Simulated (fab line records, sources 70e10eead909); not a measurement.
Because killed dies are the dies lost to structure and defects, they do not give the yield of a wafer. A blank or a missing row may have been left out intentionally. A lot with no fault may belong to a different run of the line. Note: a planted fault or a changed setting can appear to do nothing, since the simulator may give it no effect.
Which tool did it? -- flow nand-harc -- 6 lots with 18 wafers sampled at 4 steps, on a route of 1159 steps

## WHAT THE GAUGES READ, wafer by wafer
NHARC_A_CONTACT_INSPECT_44.
lot,measured,on,raw-defect-count
L660,day 16 23:35,defect-inspect-02,15 20 33
L666,day 17 23:42,defect-inspect-02,27 31 35
L668,day 18 17:33,defect-inspect-02,1339 1330 1325
L675,day 20 17:03,defect-inspect-02,31 37 42
L678,day 21 03:02,defect-inspect-01,34 38 50
L681,day 21 08:56,defect-inspect-01,16 10 9

## EACH LOT AND THE TOOL THAT RAN IT (in order: tool; ch and the chambers of the sampled wafers; start)
lot,NHARC_A_WL_FILL_CVD_20,NHARC_A_WL_FILL_CMP_12,NHARC_A_CONTACT_DEP_28
L660,"cvd-w-02 ch 0,1, day 16 19:20 or earlier","cmp-04 ch 0,1,3, day 16 19:20","acl-dep-02 ch 0, day 16 20:52"
L666,"cvd-w-01 ch 0,1, day 17 19:40 or earlier","cmp-01 ch 0,1,3, day 17 19:40","acl-dep-02 ch 0, day 17 20:45"
L668,"cvd-w-02 ch 0,1, day 18 13:22 or earlier","cmp-01 ch 0,1, day 18 13:22","acl-dep-01 ch 0, day 18 14:33"
L675,"cvd-w-01 ch 0,1, day 20 10:09 or earlier","cmp-01 ch 0,1, day 20 10:09","acl-dep-03 ch 0, day 20 14:50"
L678,"cvd-w-01 ch 0,1, day 20 22:02 or earlier","cmp-03 ch 2,3, day 20 22:02","acl-dep-03 ch 0, day 21 00:19"
L681,"cvd-w-02 ch 0,1, day 21 01:58 or earlier","cmp-01 ch 1,2,3, day 21 01:58","acl-dep-03 ch 0, day 21 05:49"
- NHARC_A_WL_FILL_CVD_20: deposits W, target thk 75 nm, time 5064 s.
- NHARC_A_WL_FILL_CMP_12: polishes, t overpolish 30 s, target thk 75 nm.
- NHARC_A_CONTACT_DEP_28: deposits aC, target thk 3600 nm.

## THE ANSWER, worked out from the rows above alone
Rule: the lots themselves supply what counts as usual. The widest of any qualifying gaps counts: lots, ordered by their means at a reading, are off when they make up no more than a third of the lots, leave a main group of 4 or more, and stand apart from it by 3 or more times the standard deviation of that group's means. The tables above print the reading to a certain number of digits; a main group whose means all agree to those digits is not used. A lot without any number at a reading at which 4 lots or more have one is off too. The other lots that the step has rows for count as sound.
Off, at NHARC_A_CONTACT_INSPECT_44 on raw-defect-count: L668. For the main group the mean is 29 and the standard deviation 10.
If a tool, at a process step before that reading, ran all the lots that are off and no sound lot after the first of them, it fits. Gauges at NHARC_A_CONTACT_INSPECT_44: tried the same way as those tools. Because NHARC_A_WL_FILL_CVD_20 lacks a start for some lots, the hours and order of its lots are taken from NHARC_A_WL_FILL_CMP_12. One fits: acl-dep-01 at NHARC_A_CONTACT_DEP_28. It ran no sound lot before its first lot that is off in this sample, so the start can't be narrowed down.

## WHAT THE SIMULATOR PUT IN
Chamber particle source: acl-dep-01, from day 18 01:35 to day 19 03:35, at NHARC_A_CONTACT_DEP_28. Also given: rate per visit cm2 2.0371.
Shown lots that were struck: L668. The rule given above showed the same thing.
